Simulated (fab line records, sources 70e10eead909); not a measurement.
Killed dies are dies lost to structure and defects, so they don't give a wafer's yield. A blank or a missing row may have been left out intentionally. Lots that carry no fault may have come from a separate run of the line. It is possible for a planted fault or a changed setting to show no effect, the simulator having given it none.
A struck lot beside a sound one + flow nand_harc + 15 steps out of a route of 1302
Sound: wafers L757.3, L757.4, L757.6. Wafers L748.2, L748.3, L748.4 were the ones struck. The cause is given at the end.
For every step that has rows: the tool of each side, followed by ch and its chambers, followed by its first start. Under that, the readings that differ: sound wafers + struck wafers + difference of the means + sigmas: that difference in standard deviations of wafers without a fault.
alike: readings with means less than 2 such deviations apart, plus words and numbers identical on both sides. not compared: withheld readings, readings lacking a value on some wafer, bounds such as >300 that could conceal the same value, and numbers that have no deviation in the record and whose values overlap.
Wherever a step has rows on one side only, a row that says differs or no value, or a row with sigmas, the two part there. When numbers do not overlap yet have no deviation, they are printed without sigmas and do not part them. A reading missing from all wafers of one side parts the sides only when that side holds two or more wafers.

NHARC_A_CONTACT_OVL_MEAS_70:
  sound on overlay-01, day 29 18:47; struck on overlay-01, day 25 22:47
  alike: overlay_x_nm, overlay_y_nm
NHARC_A_CONTACT_INSPECT_71:
  sound on defect_inspect-02, day 29 18:49; struck on defect_inspect-01, day 25 22:50
  alike: raw_defect_count
NHARC_A_CONTACT_DESCUM_74: chemistry O2, time 3 s.
  sound on rie_diel-07 ch 0,1,2, day 29 18:52; struck on rie_diel-04 ch 0,1,3, day 25 22:54
  alike: chamber_pressure_mTorr, drypump_motor_current_A, oes_product_au, rf_vpp_V, showerhead_plenum_p_Torr, throttle_valve_pct
  not compared: rf_hours_counter_h
then, 1 step without rows for these wafers: NHARC_A_CONTACT_ETCH_75 (etches the open film in CF4, target depth 39 nm, time 65 s).
NHARC_A_CONTACT_ETCH_76: etches the open film in N2/H2, target depth 260 nm, time 475.3 s.
  sound: rie_diel-07 ch 0,1,3; struck: rie_diel-04 ch 0,1
  alike: bias_w, chamber_pressure_mTorr, drypump_motor_current_A, oes_product_au, rf_vpp_V, showerhead_plenum_p_Torr, throttle_valve_pct
  not compared: rf_hours_counter_h
NHARC_A_CONTACT_ETCH_77: etches the open film in CF4/CHF3, target depth 108.9 nm, time 54.5 s.
  sound: rie_diel-07 ch 0,1,2; struck: rie_diel-04 ch 0,3
| reading               | sound             | struck            | difference | sigmas |
|-----------------------|-------------------|-------------------|------------|--------|
| oes_product_au (a.u.) | 0.961 0.992 0.964 | 0.910 0.929 0.926 | -0.051     | -2     |
  alike: bias_w, cf4_flow_sccm, chamber_pressure_mTorr, drypump_motor_current_A, rf_vpp_V, showerhead_plenum_p_Torr, throttle_valve_pct
  not compared: rf_hours_counter_h
then, 4 steps without rows for these wafers: NHARC_A_CONTACT_ETCH_78 (etches the open film in O2/COS, target depth 5300 nm, time 1378 s); NHARC_A_CONTACT_ETCH_124 (etches the open film in C4F8/O2/Ar, time 140 s, target depth 700 nm); NHARC_A_CONTACT_ETCH_125 (etches the open film in C4F8/O2/Ar, time 197 s, target depth 1918 nm); NHARC_A_CONTACT_ETCH_126 (etches the open film in C4F8/O2/Ar, time 197 s, target depth 1918 nm).
NHARC_A_CONTACT_ETCH_127: etches the open film in C4F8/O2/Ar, time 197 s, target depth 1918 nm.
  sound on har_cap_etch-01 ch 0,1, day 29 21:02; struck on har_cap_etch-03 ch 0,1, day 26 01:17
  alike: chamber_pressure_mTorr, oes_air_line_au
  not compared: rf_hours_counter_h
NHARC_A_CONTACT_ETCH_128: etches the open film in C4F8/O2/Ar, time 197 s, target depth 1918 nm.
  sound on har_cap_etch-01 ch 0,1, day 29 21:13; struck on har_cap_etch-03 ch 0,1, day 26 01:27
| reading                        | sound                | struck               | difference | sigmas |
|--------------------------------|----------------------|----------------------|------------|--------|
| chamber_pressure_mTorr (mTorr) | 20.032 20.027 20.027 | 19.940 20.004 19.992 | -0.050     | -2     |
  alike: oes_air_line_au
  not compared: rf_hours_counter_h
NHARC_A_CONTACT_ETCH_129: etches the open film in C4F8/O2/Ar, time 197 s, target depth 1918 nm.
  sound on har_cap_etch-01 ch 0,1, day 29 21:23; struck on har_cap_etch-03 ch 0,1, day 26 01:38
  no value came back on the struck wafers for chamber_pressure_mTorr (mTorr), oes_air_line_au (a.u.); on the sound wafers chamber_pressure_mTorr (mTorr) reads 19.937 20.004 20.002
  not compared: rf_hours_counter_h
then, 1 step without rows for these wafers: NHARC_A_CONTACT_ETCH_130 (etches the open film in C4F8/O2/Ar, time 197 s, target depth 1918 nm).
-- jump in the record: it breaks off in module A_CONTACT and resumes in module END (first step shown: number 1302 of the route), and 2 days separate the struck wafers' starts before and after --
NHARC_END_SORT_01:
  the record has rows for the struck wafers here (prober-02 ch 0, day 28 08:04) and none for the sound ones

## WHERE THEY PART
Last at NHARC_END_SORT_01 as far as this record goes, first at NHARC_A_CONTACT_ETCH_77.

WHY: the cause the simulator had injected
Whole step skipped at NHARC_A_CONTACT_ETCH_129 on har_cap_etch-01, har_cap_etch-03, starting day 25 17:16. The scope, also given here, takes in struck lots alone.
